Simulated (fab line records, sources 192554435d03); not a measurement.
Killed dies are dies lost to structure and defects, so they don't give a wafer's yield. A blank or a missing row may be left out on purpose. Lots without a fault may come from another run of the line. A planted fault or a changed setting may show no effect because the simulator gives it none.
fab line records | flow n5_finfet | part 2 of 2: steps 20 to 20 of 20
record lots=6 wafers=18 last_day=17
route steps=1938 shown BEOL_M4@1028 PASSIVATION@1936
lots that met no fault: from a run of the same line without faults
start_h: hours from the record's first day to the start of the lot's first wafer shown | wait_h: hours since the lot's step before | " the same as in the row above | L1.1+2: a row that stands for several wafers | - no value, or no start given | * or withheld: withheld | < > ~ a bound
route shown NAME@n: a module of which the file shows steps, and the number in the route of the first | usual: mean/standard deviation of fault-free wafers | same: alike in all rows | chamber/n: place in a boat | sites: the reading at each site | _std_site: their standard deviation | _edge_site: outer sites' mean less inner sites' | radius_mm: how far each site lies from the wafer's centre | mask NAME#n: copy n | behind: the tool/chamber that last shaped the wafer | hold: why the lot was held/for how many hours/how that ended | device: the transistor (n, p or np) that didn't switch | end of line: the same wafers' tests at the end of the route | a step without rows: its recipe alone | killed: dies lost to structure and defects at the first sort, not the wafer's yield | map: a wafer's dies, x killed, . not, _ none there
set.NAME: the setting as run; set.NAME@STEP: as run at that earlier step | model.NAME: the simulator's own value behind a step, which no gauge read
lots at some steps of the route; a table a step, a row a wafer
services: from which hour (start_h, from the record's first day; less than 0 if before it) a tool's chamber was out of use, for how many hours, and why
## steps
# step N5_PASSIVATION_PROBE_49
# usual defect_limited_yield=91.1/1.4 killed_at_M0_to_M3=36/9.9 killed_at_M4_up=13/5.8 killed_at_contacts=14/5.9 killed_at_front_end=39/11 killed_at_other=3.4/2.9 killed_dies=105/17 killed_on_rim=15/3.9 killed_open=70/13 killed_short=34/7.3 sort_bin_5_function=5.3/1 sort_bin_6_memory=3.3/0.62 sort_n_pass=1075/17 sort_yield_pct=91.1/1.4
# same gross_dies=1180 killed_at_back_side=0 sort_bin_4_leakage[%]=0 sort_bin_8_speed[%]=0
# columns lot.wafer tool chamber start_h wait_h defect_limited_yield[%] killed_at_M0_to_M3 killed_at_M4_up killed_at_contacts killed_at_front_end killed_at_other killed_dies killed_on_rim killed_open killed_short sort_bin_5_function[%] sort_bin_6_memory[%] sort_n_pass sort_yield_pct[%]
L821.1 prober-02 - 320.22 0.0 90.4 48 16 3 44 2 113 15 70 42 5.0 4.0 1067 90.4
L821.3 prober-02 - 320.32 0.1 91.7 40 15 10 32 1 98 17 71 27 4.7 3.0 1082 91.7
L821.5 prober-02 - 320.42 0.2 92.0 38 12 17 24 3 94 12 61 33 4.4 3.4 1086 92.0
L824.2 prober-01 - 322.70 0.1 91.9 34 10 13 32 6 95 11 55 40 4.3 3.6 1085 91.9
L824.3 prober-01 - 322.75 0.1 92.4 13 8 17 51 1 90 13 54 36 4.7 2.5 1090 92.4
L824.6 prober-01 - 322.90 0.3 91.8 21 14 14 48 0 97 12 69 27 4.6 3.4 1083 91.8
L823.2 prober-02 - 327.89 0.1 91.9 47 6 10 30 2 95 10 61 34 4.7 3.1 1085 91.9
L823.3 prober-02 - 327.94 0.1 91.7 45 9 9 33 2 98 12 63 35 4.2 3.8 1082 91.7
L823.6 prober-02 - 328.09 0.3 91.5 44 13 5 37 1 100 14 67 32 5.3 3.2 1080 91.5
L829.2 prober-02 - 353.28 0.1 90.0 55 5 17 38 3 118 10 78 38 5.5 4.3 1062 90.0
L829.3 prober-02 - 353.33 0.2 90.2 46 17 16 37 0 116 9 79 36 6.5 3.0 1064 90.2
L829.5 prober-02 - 353.43 0.3 90.4 38 17 23 34 1 113 14 70 41 5.4 4.1 1067 90.4
L833.2 prober-02 - 385.75 0.1 89.5 32 18 12 48 14 124 16 81 40 6.5 3.6 1056 89.5
L833.4 prober-02 - 385.85 0.2 91.2 25 16 19 37 7 104 10 80 23 5.2 3.5 1076 91.2
L833.5 prober-02 - 385.90 0.2 91.6 23 14 13 42 7 99 15 63 29 4.7 3.3 1081 91.6
L835.1 prober-01 - 399.38 0.0 88.6 52 20 16 47 0 135 19 91 41 7.3 3.5 1045 88.6
L835.4 prober-01 - 399.53 0.2 87.5 55 20 9 45 19 148 28 89 49 6.5 4.9 1032 87.5
L835.6 prober-01 - 399.63 0.3 89.9 31 19 25 40 4 119 13 87 31 6.5 3.2 1061 89.9
# killed by level:class
L821.1 BEOL_M0_SAQP:geometric_particle:short=14 BEOL_M3:geometric_particle:open=12 BEOL_M0_SAQP:geometric_particle:open=9 STI_FIN_REVEAL:geometric_particle:open=7 BEOL_M1:geometric_particle:open=7 FIN_SAQP:geometric_particle:short=6 DUMMY_GATE:geometric_particle:open=6 FIN_SAQP:geometric_particle:open=5
L821.3 BEOL_M3:geometric_particle:open=11 FIN_SAQP:geometric_particle:open=9 BEOL_M2:geometric_particle:open=9 MOL_CONTACT_COAG:geometric_particle:open=7 STI_FIN_REVEAL:geometric_particle:open=6 BEOL_M0_SAQP:geometric_particle:open=6 BEOL_M1:geometric_particle:open=6 BEOL_M5:geometric_particle:open=5
L821.5 MOL_CONTACT_COAG:geometric_particle:open=16 BEOL_M3:geometric_particle:open=13 STARTING-WAFER:geometric_particle:short=5 BEOL_M0_SAQP:geometric_particle:short=5 BEOL_M1:geometric_particle:open=5 STI_FIN_REVEAL:geometric_particle:open=4 DUMMY_GATE:geometric_particle:open=4 BEOL_M0:geometric_particle:short=4
L824.2 MOL_CONTACT_COAG:geometric_particle:open=10 BEOL_M0_SAQP:geometric_particle:open=8 BEOL_M0_SAQP:geometric_particle:short=7 STI_FIN_REVEAL:geometric_particle:open=6 GATE_CUT:geometric_particle:short=6 BEOL_M1:geometric_particle:short=6 BEOL_M2:geometric_particle:open=5 GATE_CUT:geometric_particle:open=4
L824.3 MOL_CONTACT_COAG:geometric_particle:open=13 FIN_SAQP:geometric_particle:short=11 FIN_SAQP:geometric_particle:open=10 STI_FIN_REVEAL:geometric_particle:open=5 BEOL_M1:geometric_particle:short=5 GATE_CUT:geometric_particle:short=5 DUMMY_GATE:geometric_particle:open=4 BEOL_M3:geometric_particle:open=4
L824.6 MOL_CONTACT_COAG:geometric_particle:open=14 STI_FIN_REVEAL:geometric_particle:open=13 FIN_SAQP:geometric_particle:short=9 BEOL_M2:geometric_particle:open=7 BEOL_M4:geometric_particle:open=6 GATE_CUT:geometric_particle:short=5 ILD0:geometric_particle:open=4 BEOL_M0_SAQP:geometric_particle:short=4
L823.2 BEOL_M0_SAQP:geometric_particle:open=13 BEOL_M0_SAQP:geometric_particle:short=12 BEOL_M3:geometric_particle:open=9 STI_FIN_REVEAL:geometric_particle:open=8 MOL_CONTACT_COAG:geometric_particle:open=7 FIN_SAQP:geometric_particle:short=4 ILD0:geometric_particle:open=4 BEOL_M1:geometric_particle:open=4
L823.3 BEOL_M2:geometric_particle:open=10 FIN_SAQP:geometric_particle:short=9 BEOL_M1:geometric_particle:open=9 BEOL_M0_SAQP:geometric_particle:short=8 MOL_CONTACT_COAG:geometric_particle:open=8 BEOL_M0_SAQP:geometric_particle:open=8 STI_FIN_REVEAL:geometric_particle:open=6 BEOL_M2:geometric_particle:short=5
L823.6 BEOL_M1:geometric_particle:open=11 STI_FIN_REVEAL:geometric_particle:open=10 BEOL_M0_SAQP:geometric_particle:short=9 BEOL_M0_SAQP:geometric_particle:open=9 BEOL_M2:geometric_particle:open=7 STARTING-WAFER:geometric_particle:short=6 BEOL_M4:geometric_particle:open=5 DUMMY_GATE:geometric_particle:open=4
L829.2 BEOL_M3:geometric_particle:open=13 FIN_SAQP:geometric_particle:open=11 BEOL_M1:geometric_particle:open=11 FIN_SAQP:geometric_particle:short=10 MOL_CONTACT_COAG:geometric_particle:open=10 MOL_CONTACT_COAG:geometric_particle:short=7 BEOL_M0_SAQP:geometric_particle:open=7 BEOL_M0_SAQP:geometric_particle:short=7
L829.3 MOL_CONTACT_COAG:geometric_particle:open=14 BEOL_M0_SAQP:geometric_particle:open=13 FIN_SAQP:geometric_particle:open=10 BEOL_M0_SAQP:geometric_particle:short=7 BEOL_M2:geometric_particle:open=6 BEOL_M3:geometric_particle:open=6 FIN_SAQP:geometric_particle:short=5 STI_FIN_REVEAL:geometric_particle:open=5
L829.5 MOL_CONTACT_COAG:geometric_particle:open=16 BEOL_M0_SAQP:geometric_particle:short=11 FIN_SAQP:geometric_particle:open=9 MOL_CONTACT_COAG:geometric_particle:short=7 BEOL_M0:geometric_particle:open=7 BEOL_M1:geometric_particle:open=6 FIN_SAQP:geometric_particle:short=5 BEOL_M2:geometric_particle:open=5
L833.2 STI_FIN_REVEAL:geometric_particle:open=20 BEOL_M2:geometric_particle:open=12 MOL_CONTACT_COAG:geometric_particle:short=6 MOL_CONTACT_COAG:geometric_particle:open=6 BEOL_M4:geometric_particle:open=6 FIN_SAQP:geometric_particle:open=5 BEOL_M8:geometric_particle:open=5 BEOL_M0_SAQP:geometric_particle:short=5
L833.4 STI_FIN_REVEAL:geometric_particle:open=19 BEOL_M0_SAQP:geometric_particle:open=16 MOL_CONTACT_COAG:geometric_particle:open=14 BEOL_M4:geometric_particle:open=7 FIN_SAQP:geometric_particle:open=6 MOL_CONTACT_COAG:geometric_particle:short=5 BEOL_M0_SAQP:geometric_particle:short=5 PASS1_CAP:geometric_particle:open=3
L833.5 STI_FIN_REVEAL:geometric_particle:open=19 MOL_CONTACT_COAG:geometric_particle:open=12 BEOL_M0_SAQP:geometric_particle:short=9 BEOL_M0_SAQP:geometric_particle:open=7 STI_FIN_REVEAL:geometric_particle:short=5 FIN_SAQP:geometric_particle:open=4 FIN_SAQP:geometric_particle:short=4 BEOL_M3:geometric_particle:open=4
L835.1 BEOL_M2:geometric_particle:open=17 FIN_SAQP:geometric_particle:open=15 BEOL_M4:geometric_particle:open=14 MOL_CONTACT_COAG:geometric_particle:open=12 BEOL_M2:geometric_particle:short=10 FIN_SAQP:geometric_particle:short=9 BEOL_M3:geometric_particle:open=8 BEOL_M0_SAQP:geometric_particle:short=6
L835.4 BEOL_M2:geometric_particle:open=17 BEOL_M4:geometric_particle:open=13 HKMG_FIN:area_etch=9 BEOL_M0_SAQP:geometric_particle:open=8 FIN_SAQP:geometric_particle:open=7 FIN_SAQP:geometric_particle:short=7 STI_FIN_REVEAL:geometric_particle:open=7 BEOL_M0_SAQP:geometric_particle:short=7
L835.6 MOL_CONTACT_COAG:geometric_particle:open=17 FIN_SAQP:geometric_particle:open=15 BEOL_M2:geometric_particle:open=10 DUMMY_GATE:geometric_particle:open=8 MOL_CONTACT_COAG:geometric_particle:short=8 BEOL_M4:geometric_particle:open=7 BEOL_M2:geometric_particle:short=6 BEOL_M0_SAQP:geometric_particle:open=5
## services
# columns tool chamber start_h hours kind
rie_metal-03 1 187.47 - clean
rie_metal-03 1 187.47 24.5 scheduled_down
rie_metal-03 1 187.47 24.5 vent_cycle
rie_diel-03 1 188.21 2.4 repair
rie_diel-01 1 202.82 3.8 repair
rie_metal-03 0 211.96 - clean
rie_metal-03 0 211.96 26.1 scheduled_down
rie_metal-03 0 211.96 26.1 vent_cycle
rie_metal-02 - 212.04 0.4 repair
rie_diel-04 3 218.89 32.8 repair
rie_diel-03 3 234.65 - clean
rie_diel-03 3 234.65 - consumable_replace:focus_ring
rie_diel-03 3 234.65 20.9 scheduled_down
rie_diel-03 3 234.65 20.9 vent_cycle
rie_diel-01 - 236.60 0.2 repair
rie_diel-04 0 251.90 - clean
rie_diel-04 0 251.90 - consumable_replace:focus_ring
rie_diel-04 0 251.90 31.1 scheduled_down
rie_diel-04 0 251.90 31.1 vent_cycle
rie_metal-02 - 286.09 2.8 pm
